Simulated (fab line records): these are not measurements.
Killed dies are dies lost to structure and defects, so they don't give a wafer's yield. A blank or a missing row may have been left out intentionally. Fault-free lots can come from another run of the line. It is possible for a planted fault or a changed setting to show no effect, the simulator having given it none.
Chamber matching    flow n5_finfet    N5_DUMMY_GATE_ALD_02 on ald_sin-03: 4 sister chambers
The step deposits SiO2, target thk 2 nm, pulse time 1 s. 4 wafers are shown with their chamber, then 8 later ones without.

WAFERS, EACH WITH ITS CHAMBER
wafer   chamber  heater_power_w (W)
L596.6  1        508
L606.1  0        445
L606.3  3        555
L607.1  2        478

WAFERS WHOSE CHAMBER IS MISSING
wafer   heater_power_w (W)
L607.4  502
L607.5  443
L610.2  480
L610.4  542
L610.6  470
L614.3  516
L614.4  544
L614.5  448

EACH ONE'S CHAMBER
wafer   from the rows above  in truth
L607.4  1                    1
L607.5  0                    0
L610.2  2                    2
L610.4  3                    3
L610.6  2                    2
L614.3  1                    1
L614.4  3                    3
L614.5  0                    0
8 of 8 placed correctly. Number that these rows cannot place: 0. Number placed wrongly: 0.
How it was worked out, from the rows above alone: a wafer's distance from a chamber is the root of the sum, over the readings, of the square of ((its reading less the chamber's mean) divided by the reading's scatter). If the next closest chamber is less than 2 further off than the closest, the wafer can't be placed; otherwise it belongs to the closest. The mean given for a chamber averages the wafers shown for that chamber. The scatter: with one shown wafer a chamber, the root of the mean of the squares of how far each hidden wafer lies from its nearest shown one.
